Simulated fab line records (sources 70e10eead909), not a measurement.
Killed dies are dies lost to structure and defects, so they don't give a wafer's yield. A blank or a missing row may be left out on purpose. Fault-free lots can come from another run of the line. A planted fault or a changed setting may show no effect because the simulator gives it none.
fab line records | flow nandHarc
record lots=5 | wafers=15 | lastDay=25
route steps=1159 shown P_ZERO_WELL@14 END@1159
lots untouched by any fault: they come from a run of this same line in which no faults occurred
startH: hours from the record's opening day to when the first of the lot's shown wafers began | waitH: hours from the lot's prior step to this one | " as in the row above | L1.1+2: one row covering several wafers at once | - value missing, or start not given | * or withheld: withheld | < > ~ a bound
route shown NAME@n: a module of which the file shows steps, and the number in the route of the first | usual: the fault-free wafers' mean and standard deviation | same: alike in all rows | chamber/n: place in a boat | sites: per-site readings | _std_site: standard deviation of those values | _edge_site: inner sites' mean taken away from outer sites' mean | radiusMm: how far each site lies from the wafer's centre | mask NAME#n: copy n | behind: the last tool/chamber to shape the wafer | hold: the reason the lot was held/the length of the hold in hours/how it ended | device: names the non-switching transistor (n, p or np) | end of line: the same wafers' tests at the end of the route | a step with no rows: only its recipe | killed: count of dies lost to structure and defects at first sort (not the wafer's yield) | map: shows each die of a wafer: x if killed, . if not, _ if none is there
set.NAME: the setting the step ran with; set.NAME@STEP: the setting that earlier step ran with | model.NAME: the simulator's own value behind a step, which no gauge read
lots at selected steps of the route; one table per step, one row per wafer
services: a tool's chamber out of use, with start hour (startH, from the record's first day; less than 0 if before it), hours out, and reason
## steps
# step NHARC_P_ZERO_WELL_CD_MEAS_11
# recipe targetCdNm=500 | landingEnergyEv=500
# usual cdNm=499.9/2.9
lot.wafer | tool     | chamber | startH | waitH | cdNm
L867.2    | cdSem-01 | 0       | 43.25  | -     | 496.4
L867.3    | "        | 0       | "      | "     | 497.3
L867.5    | "        | 0       | "      | "     | 495.6
L876.2    | cdSem-02 | 0       | 97.25  | -     | 504.3
L876.3    | "        | 0       | "      | "     | 504.7
L876.6    | "        | 0       | "      | "     | 502.0
L877.2    | cdSem-01 | 0       | 103.12 | -     | 500.8
L877.4    | "        | 0       | "      | "     | 503.8
L877.5    | "        | 0       | "      | "     | 502.2
L880.3    | cdSem-01 | 0       | 121.13 | -     | 499.7
L880.4    | "        | 0       | "      | "     | 494.7
L880.5    | "        | 0       | "      | "     | 497.6
L885.1    | cdSem-02 | 0       | 151.24 | -     | 496.5
L885.2    | "        | 0       | "      | "     | 499.8
L885.5    | "        | 0       | "      | "     | 497.7
# step NHARC_P_ZERO_WELL_HARDBAKE_12
# recipe tempC=118 | timeS=65
# step NHARC_P_ZERO_WELL_DESCUM_13
# recipe timeS=3 | o2FlowSccm=200 | arFlowSccm=0 | biasPowerW=0 | chemistry=O2
# usual drypumpMotorCurrentA=5.77/0.27 | oesProductAu=1.002/0.013 | rfVppV=58.0/0.93 | showerheadPlenumPTorr=1.94/0.074 | throttleValvePct=11.311/0.0092
lot.wafer | tool       | chamber | startH | waitH | drypumpMotorCurrentA | oesProductAu | rfHoursCounterH | rfVppV | showerheadPlenumPTorr | throttleValvePct
L867.2    | rieDiel-13 | 3       | 43.41  | -     | 6.04                 | 0.986        | 6               | 56.7   | 1.90                  | 11.298
L867.3    | "          | 0       | "      | "     | 5.84                 | 0.992        | 6               | 57.0   | 1.96                  | 11.323
L867.5    | "          | 3       | "      | "     | 6.03                 | 0.975        | -               | 58.4   | 1.90                  | 11.319
L876.3    | rieDiel-13 | 1       | 97.43  | -     | 5.61                 | 1.000        | 11              | 58.3   | 1.89                  | 11.309
L876.2    | "          | 2       | "      | "     | 5.36                 | 1.016        | 12              | 57.3   | 1.99                  | 11.300
L876.6    | "          | 0       | "      | "     | 5.85                 | 0.996        | -               | 59.8   | 1.96                  | 11.301
L877.2    | rieDiel-12 | 1       | 103.27 | -     | 6.22                 | 1.003        | 5               | 57.7   | 1.81                  | 11.326
L877.4    | "          | 3       | "      | "     | 5.61                 | 1.010        | 5               | 58.1   | 2.00                  | 11.325
L877.5    | "          | 1       | "      | "     | 6.20                 | 1.008        | -               | 56.4   | 1.81                  | 11.292
L880.3    | rieDiel-12 | 3       | 121.28 | -     | 5.59                 | 1.026        | 7               | 57.6   | 2.00                  | 11.310
L880.4    | "          | 0       | "      | "     | 5.51                 | 1.002        | 8               | 58.3   | 2.07                  | 11.315
L880.5    | "          | 3       | "      | "     | 5.60                 | 1.031        | -               | 57.7   | 2.00                  | 11.301
L885.2    | rieDiel-09 | 0       | 151.41 | -     | 5.50                 | 0.979        | 5               | 56.8   | 1.80                  | 11.319
L885.1    | "          | 1       | "      | "     | 5.74                 | 1.001        | 5               | 58.5   | 2.00                  | 11.313
L885.5    | "          | 3       | "      | "     | 5.80                 | 0.983        | -               | 57.7   | 1.95                  | 11.308
# step NHARC_P_ZERO_WELL_ETCH_65
# recipe targetDepthA=800 | overetchA=240 | timeS=87.88 | ionEnergyEv=200 | n2FlowSccm=150 | h2FlowSccm=150 | arFlowSccm=0 | rfW=400 | biasW=150 | chemistry=N2/H2
# usual drypumpMotorCurrentA=5.80/0.27 | oesProductAu=1.002/0.013 | rfVppV=431.2/2.4 | showerheadPlenumPTorr=2.07/0.085 | throttleValvePct=14.171/0.0094
lot.wafer | tool       | chamber | startH | waitH | drypumpMotorCurrentA | oesProductAu | rfHoursCounterH | rfVppV | showerheadPlenumPTorr | throttleValvePct
L867.3    | rieDiel-13 | 1       | 43.49  | 0.1   | 5.58                 | 0.997        | 6               | 430.6  | 2.02                  | 14.164
L867.2    | "          | 3       | "      | "     | 6.02                 | 0.986        | 6               | 431.6  | 2.02                  | 14.185
L867.5    | "          | 1       | "      | "     | 5.61                 | 0.994        | -               | 430.9  | 2.02                  | 14.187
L876.2    | rieDiel-13 | 2       | 97.51  | 0.1   | 5.36                 | 1.007        | 12              | 433.0  | 2.12                  | 14.174
L876.3    | "          | 0       | "      | "     | 5.84                 | 1.002        | 9               | 432.4  | 2.09                  | 14.167
L876.6    | "          | 1       | "      | "     | 5.62                 | 0.998        | -               | 427.3  | 2.02                  | 14.171
L877.2    | rieDiel-12 | 1       | 103.36 | 0.1   | 6.20                 | 1.019        | 5               | 427.1  | 1.92                  | 14.165
L877.4    | "          | 3       | "      | "     | 5.58                 | 1.027        | 5               | 432.9  | 2.13                  | 14.169
L877.5    | "          | 1       | "      | "     | 6.19                 | 1.014        | -               | 429.0  | 1.92                  | 14.184
L880.4    | rieDiel-12 | 1       | 121.36 | 0.1   | 6.20                 | 1.004        | 7               | 427.2  | 1.92                  | 14.178
L880.3    | "          | 2       | "      | "     | 6.15                 | 1.002        | 7               | 430.5  | 2.04                  | 14.170
L880.5    | "          | 1       | "      | "     | 6.21                 | 1.019        | -               | 427.3  | 1.92                  | 14.161
L885.2    | rieDiel-09 | 2       | 151.50 | 0.1   | 6.08                 | 1.001        | 5               | 432.9  | 2.14                  | 14.162
L885.1    | "          | 3       | "      | "     | 5.82                 | 0.984        | 5               | 431.9  | 2.08                  | 14.188
L885.5    | "          | 0       | "      | "     | 5.51                 | 0.988        | -               | 427.4  | 1.92                  | 14.160
# step NHARC_P_ZERO_WELL_ETCH_62
# recipe targetDepthA=130 | timeS=6.5 | chf3FlowSccm=50 | arFlowSccm=200 | rfW=500 | biasW=200 | chemistry=CHF3/Ar
# usual drypumpMotorCurrentA=5.78/0.27 | oesProductAu=0.968/0.017 | rfVppV=371.3/2.1 | showerheadPlenumPTorr=2.37/0.085 | throttleValvePct=20.217/0.0091
lot.wafer | tool       | chamber | startH | waitH | drypumpMotorCurrentA | oesProductAu | rfHoursCounterH | rfVppV | showerheadPlenumPTorr | throttleValvePct
L867.2    | rieDiel-13 | 3       | -      | -     | 6.01                 | 0.936        | 6               | 370.8  | 2.33                  | 20.210
L867.3    | "          | 0       | "      | "     | 5.83                 | 0.972        | 6               | 373.6  | 2.40                  | 20.225
L867.5    | "          | 1       | "      | "     | 5.61                 | 0.978        | -               | 369.2  | 2.32                  | 20.231
L876.2    | rieDiel-13 | 0       | -      | -     | 5.87                 | 0.951        | 9               | 370.5  | 2.40                  | 20.206
L876.3    | "          | 1       | "      | "     | 5.61                 | 0.978        | 11              | 370.4  | 2.32                  | 20.214
L876.6    | "          | 3       | "      | "     | 6.03                 | 0.951        | -               | 370.0  | 2.33                  | 20.206
L877.2    | rieDiel-12 | 0       | -      | -     | 5.58                 | 0.979        | 5               | 374.7  | 2.53                  | 20.211
L877.4    | "          | 1       | "      | "     | 6.18                 | 0.978        | 5               | 365.7  | 2.22                  | 20.217
L877.5    | "          | 2       | "      | "     | 6.14                 | 0.954        | -               | 369.5  | 2.34                  | 20.226
L880.3    | rieDiel-12 | 0       | -      | -     | 5.57                 | 0.966        | 8               | 374.0  | 2.53                  | 20.215
L880.4    | "          | 3       | "      | "     | 5.58                 | 0.983        | 7               | 373.6  | 2.44                  | 20.205
L880.5    | "          | 1       | "      | "     | 6.21                 | 0.992        | -               | 367.8  | 2.22                  | 20.218
L885.2    | rieDiel-09 | 2       | -      | -     | 6.04                 | 0.954        | 5               | 374.6  | 2.45                  | 20.215
L885.1    | "          | 3       | "      | "     | 5.82                 | 0.951        | 5               | 372.1  | 2.39                  | 20.211
L885.5    | "          | 2       | "      | "     | 6.06                 | 0.955        | -               | 373.1  | 2.45                  | 20.216
# step NHARC_P_ZERO_WELL_ETCH_63
# recipe targetDepthA=1200 | timeS=40.1 | hbrFlowSccm=150 | cl2FlowSccm=50 | rfW=400 | icpW=400 | biasW=100 | chemistry=HBr/Cl2
# usual drypumpMotorCurrentA=5.7/0.43 | oesProductAu=0.999/0.016 | throttleValvePct=26.406/0.0094
lot.wafer | tool     | chamber | startH | waitH | drypumpMotorCurrentA | oesProductAu | rfHoursCounterH | throttleValvePct
L867.2    | rieSi-06 | 3       | 43.66  | -     | 5.2                  | 0.977        | 0.2             | 26.413
L867.3    | "        | 2       | "      | "     | 6.3                  | 1.002        | 0.3             | 26.415
L867.5    | "        | 3       | "      | "     | 5.2                  | 0.967        | -               | 26.396
L876.2    | rieSi-06 | 1       | 97.67  | -     | 5.7                  | 0.996        | 0.6             | 26.404
L876.3    | "        | 2       | "      | "     | 6.3                  | 1.004        | 0.7             | 26.413
L876.6    | "        | 1       | "      | "     | 5.7                  | 0.995        | -               | 26.412
L877.2    | rieSi-06 | 1       | 103.53 | -     | 5.7                  | 0.997        | 0.7             | 26.402
L877.4    | "        | 0       | "      | "     | 6.1                  | 1.015        | 0.8             | 26.397
L877.5    | "        | 2       | "      | "     | 6.3                  | 1.019        | -               | 26.433
L880.4    | rieSi-01 | 2       | 121.56 | -     | 5.2                  | 1.008        | 1.6             | 26.414
L880.3    | "        | 3       | "      | "     | 5.6                  | 0.991        | 1.5             | 26.412
L880.5    | "        | 1       | "      | "     | 5.6                  | 0.963        | -               | 26.399
L885.1    | rieSi-01 | 3       | 151.65 | -     | 5.6                  | 0.995        | 0.1             | 26.417
L885.2    | "        | 1       | "      | "     | 5.6                  | 1.001        | 0.1             | 26.421
L885.5    | "        | 0       | "      | "     | 5.6                  | 1.035        | -               | 26.391
# step NHARC_P_ZERO_WELL_STRIP_15
# recipe timeS=900 | tempC=130 | chemistry=SPM
# step NHARC_P_ZERO_WELL_DEHYDRATE_16
# recipe tempC=150 | timeS=120
# step NHARC_P_ZERO_WELL_HMDS_17
# recipe timeS=30
# step NHARC_P_ZERO_WELL_COAT_18
# recipe spinRpm=withheld
# step NHARC_P_ZERO_WELL_SOFTBAKE_19
# recipe tempC=122 | timeS=95
# step NHARC_P_ZERO_WELL_EBR_20
# step NHARC_P_ZERO_WELL_EXPOSE_21
# recipe na=0.6 | targetCdNm=720 | doseMj=22.31 | maskId=P_NWELL
# usual stageVelMmS=500.01/0.21
lot.wafer | tool          | chamber | startH | waitH | mask      | stageVelMmS
L867.2    | krfScanner-04 | 0       | 44.31  | -     | P_HVPW#0  | 500.02
L867.3    | "             | 0       | "      | "     | P_HVPW#0  | 499.98
L867.5    | "             | 0       | "      | "     | P_HVPW#0  | 499.67
L876.2    | krfScanner-04 | 0       | 98.45  | -     | P_NWELL#0 | 499.99
L876.3    | "             | 0       | "      | "     | P_NWELL#0 | 499.81
L876.6    | "             | 0       | "      | "     | P_NWELL#0 | 500.04
L877.2    | krfScanner-01 | 0       | 104.31 | -     | P_NWELL#0 | 499.89
L877.4    | "             | 0       | "      | "     | P_NWELL#0 | 499.80
L877.5    | "             | 0       | "      | "     | P_NWELL#0 | 499.73
L880.3    | krfScanner-02 | 0       | 122.37 | -     | P_NWELL#0 | 500.32
L880.4    | "             | 0       | "      | "     | P_NWELL#0 | 500.66
L880.5    | "             | 0       | "      | "     | P_NWELL#0 | 500.30
L885.1    | krfScanner-02 | 0       | 152.43 | -     | P_NWELL#0 | 500.08
L885.2    | "             | 0       | "      | "     | P_NWELL#0 | 500.10
L885.5    | "             | 0       | "      | "     | P_NWELL#0 | 500.03
# step NHARC_P_ZERO_WELL_PEB_22
# recipe pebTempC=118 | pebTimeS=85
# step NHARC_P_ZERO_WELL_DEVELOP_23
# recipe timeS=70
# step NHARC_P_ZERO_WELL_CD_MEAS_24
# recipe targetCdNm=720 | landingEnergyEv=500
# usual cdNm=720.2/2.6
lot.wafer | tool     | chamber | startH | waitH | cdNm
L867.2    | cdSem-02 | 0       | 44.46  | -     | -
L867.3    | "        | 0       | "      | "     | -
L867.5    | "        | 0       | "      | "     | -
L876.2    | cdSem-01 | 0       | 98.60  | -     | 717.1
L876.3    | "        | 0       | "      | "     | 723.5
L876.6    | "        | 0       | "      | "     | 717.1
L877.2    | cdSem-01 | 0       | 104.46 | -     | 719.2
L877.4    | "        | 0       | "      | "     | 719.9
L877.5    | "        | 0       | "      | "     | 717.4
L880.3    | cdSem-02 | 0       | 122.52 | -     | 728.0
L880.4    | "        | 0       | "      | "     | 724.3
L880.5    | "        | 0       | "      | "     | 721.8
L885.1    | cdSem-03 | 0       | 152.58 | -     | 719.6
L885.2    | "        | 0       | "      | "     | 720.5
L885.5    | "        | 0       | "      | "     | 715.8
# step NHARC_P_ZERO_WELL_HARDBAKE_25
# recipe tempC=125 | timeS=80
# step NHARC_END_SORT_01
# recipe tempC=25
# usual killedAtArray=26/9.1 | killedAtOther=0.7/0.9 | killedAtPeriphery=3.6/2.8 | killedDies=30/9.2 | killedOpen=3.0/1.9 | killedShort=2.0/1.4
# same grossDies=677
lot.wafer | tool      | chamber | startH | waitH | killedAtArray | killedAtOther | killedAtPeriphery | killedDies | killedOpen | killedShort
L867.2    | prober-02 | 0       | 463.92 | 2.8   | 15            | 1             | 661               | 677        | 5          | 2
L867.3    | prober-02 | 0       | 464.72 | 3.1   | 28            | 0             | 649               | 677        | 12         | 3
L867.5    | prober-02 | 0       | 466.33 | 3.7   | 20            | 0             | 657               | 677        | 2          | 3
L876.3    | prober-01 | 0       | 513.97 | 3.1   | 25            | 1             | 3                 | 29         | 3          | 2
# killed by level:class
L867.2 P_ZERO_WELL:areaExpose=657 A_CHANNEL_HOLE_D1:chamberFilmFlake=4 A_STAIRCASE:chamberFilmFlake=3 P_STI:chamberFilmFlake=2 P_CONTACT:geometricParticle:open=1 P_M0:geometricParticle:short=1 A_ONON_D1:geometricParticle:open=1 A_SLIT:geometricParticle:open=1
L867.3 P_ZERO_WELL:areaExpose=642 A_STAIRCASE:chamberFilmFlake=8 A_CHANNEL_HOLE_D1:chamberFilmFlake=5 A_CONTACT:geometricParticle:open=4 P_M0:geometricParticle:open=3 A_M0:geometricParticle:open=3 A_CHANNEL_FILL_D1:chamberFilmFlake=3 A_CONTACT:chamberFilmFlake=2
L867.5 P_ZERO_WELL:areaExpose=656 A_STAIRCASE:chamberFilmFlake=5 A_CHANNEL_HOLE_D1:chamberFilmFlake=4 A_M0:geometricParticle:short=2 A_CHANNEL_FILL_D1:chamberFilmFlake=2 A_CONTACT:chamberFilmFlake=2 A_WL_FILL:geometricParticle:open=1 A_CONTACT:geometricParticle:open=1
L876.3 A_SLIT:chamberFilmFlake=14 A_STAIRCASE:chamberFilmFlake=3 A_CONTACT:chamberFilmFlake=3 A_CHANNEL_HOLE_D1:chamberFilmFlake=2 P_M0:geometricParticle:open=1 A_ONON_D1:geometricParticle:open=1 A_CHANNEL_HOLE_D1:geometricParticle:open=1 A_WL_FILL:geometricParticle:short=1
# map L867.2 (x killed, . not)
____________x____________
_________xxxxxxx_________
_______xxxxxxxxxxx_______
______xxxxxxxxxxxxx______
_____xxxxxxxxxxxxxxx_____
____xxxxxxxxxxxxxxxxx____
____xxxxxxxxxxxxxxxxx____
___xxxxxxxxxxxxxxxxxxx___
___xxxxxxxxxxxxxxxxxxx___
__xxxxxxxxxxxxxxxxxxxxx__
__xxxxxxxxxxxxxxxxxxxxx__
_xxxxxxxxxxxxxxxxxxxxxxx_
_xxxxxxxxxxxxxxxxxxxxxxx_
_xxxxxxxxxxxxxxxxxxxxxxx_
_xxxxxxxxxxxxxxxxxxxxxxx_
_xxxxxxxxxxxxxxxxxxxxxxx_
xxxxxxxxxxxxxxxxxxxxxxxxx
xxxxxxxxxxxxxxxxxxxxxxxxx
xxxxxxxxxxxxxxxxxxxxxxxxx
xxxxxxxxxxxxxxxxxxxxxxxxx
xxxxxxxxxxxxxxxxxxxxxxxxx
_xxxxxxxxxxxxxxxxxxxxxxx_
_xxxxxxxxxxxxxxxxxxxxxxx_
_xxxxxxxxxxxxxxxxxxxxxxx_
_xxxxxxxxxxxxxxxxxxxxxxx_
_xxxxxxxxxxxxxxxxxxxxxxx_
__xxxxxxxxxxxxxxxxxxxxx__
__xxxxxxxxxxxxxxxxxxxxx__
___xxxxxxxxxxxxxxxxxxx___
___xxxxxxxxxxxxxxxxxxx___
____xxxxxxxxxxxxxxxxx____
____xxxxxxxxxxxxxxxxx____
_____xxxxxxxxxxxxxxx_____
______xxxxxxxxxxxxx______
_______xxxxxxxxxxx_______
_________xxxxxxx_________
____________x____________
# map L876.6 (x killed, . not)
____________.____________
_________......x_________
_______........x.._______
______.........x...______
_____..............._____
____.................____
____..............x..____
___...................___
___...............x...___
__....................x__
__.....................__
_..x........x..........._
_....x.................._
_...x..................._
_.xx...................._
_x.xx.............x....._
...xx....................
.x.............x.......x.
.......................x.
..............x.........x
.........................
_......x................_
_......................._
_.......xx..........x..x_
_..................xx..._
_...................xx.._
__..................xxx__
__..................x.x__
___x..x............xxx___
___................x.x___
____x................____
____............x....____
_____..........x...._____
______.............______
_______..........._______
_________......._________
____________.____________
## services
tool          | chamber | startH | hours | kind
rieDiel-12    | -       | 25.44  | 9.0   | pm
rieDiel-12    | 0       | 25.44  | 9.0   | ventCycle
rieDiel-12    | 1       | 25.44  | 9.0   | ventCycle
rieDiel-12    | 2       | 25.44  | 9.0   | ventCycle
rieDiel-12    | 3       | 25.44  | 9.0   | ventCycle
rieDiel-13    | 0       | 29.00  | -     | clean
rieDiel-12    | 1       | 34.46  | 3.2   | repair
krfScanner-02 | -       | 38.00  | 4.0   | pm
rieDiel-13    | -       | 66.27  | 0.5   | repair
rieDiel-09    | -       | 77.10  | 9.0   | pm
rieDiel-13    | 0       | 78.33  | 13.2  | repair
krfScanner-01 | -       | 84.00  | 4.0   | pm
rieDiel-12    | 0       | 93.46  | 2.9   | repair
rieDiel-09    | -       | 93.64  | 0.5   | repair
rieDiel-13    | -       | 99.00  | 9.0   | pm
rieDiel-12    | 0       | 123.20 | 4.1   | repair
krfScanner-04 | -       | 126.00 | 4.0   | pm
rieSi-01      | -       | 127.00 | 9.0   | pm
rieDiel-12    | 1       | 132.49 | 7.5   | repair
krfScanner-01 | -       | 133.51 | 0.7   | repair
krfScanner-01 | -       | 135.99 | 4.1   | repair
krfScanner-02 | -       | 147.54 | 0.4   | repair
krfScanner-01 | -       | 150.96 | 0.6   | repair
krfScanner-02 | -       | 151.56 | 0.1   | repair
## key
firstSign step=NHARC_P_ZERO_WELL_EXPOSE_21 | reading=mask | direction=changed
effect step=NHARC_P_ZERO_WELL_CD_MEAS_24 | reading=cdNm | direction=missing
effect step=NHARC_END_SORT_01 | reading=killedAtPeriphery | direction=up | sigmas=99+ | usual=3.6 | struck=655.7
moreKillsBornAt NHARC_P_ZERO_WELL_EXPOSE_21@krfScanner-04=1955
metAt NHARC_P_ZERO_WELL_EXPOSE_21
struckWafers L867.2,L867.3,L867.5
laterRowsLeftOut L867.2,L867.3,L867.5
testerLeftOut L867
fault kind=wrongMask | tool=any | chamber=- | onsetH=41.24 | steps=NHARC_P_ZERO_WELL_EXPOSE_21 | auxCopy=P_HVPW#0 | scope=struckLotsOnly
# testerLeftOut: of these lots the tester's yield and bins aren't shown, on N5 and GAA mostly nor the transistor test; their killed dies are dies lost to structure and defects alone, not to doping, threshold or leakage, so they don't give the yield
# laterRowsLeftOut: the simulator's readings of these wafers behind a module that went badly wrong aren't trusted and aren't shown, but for the sort
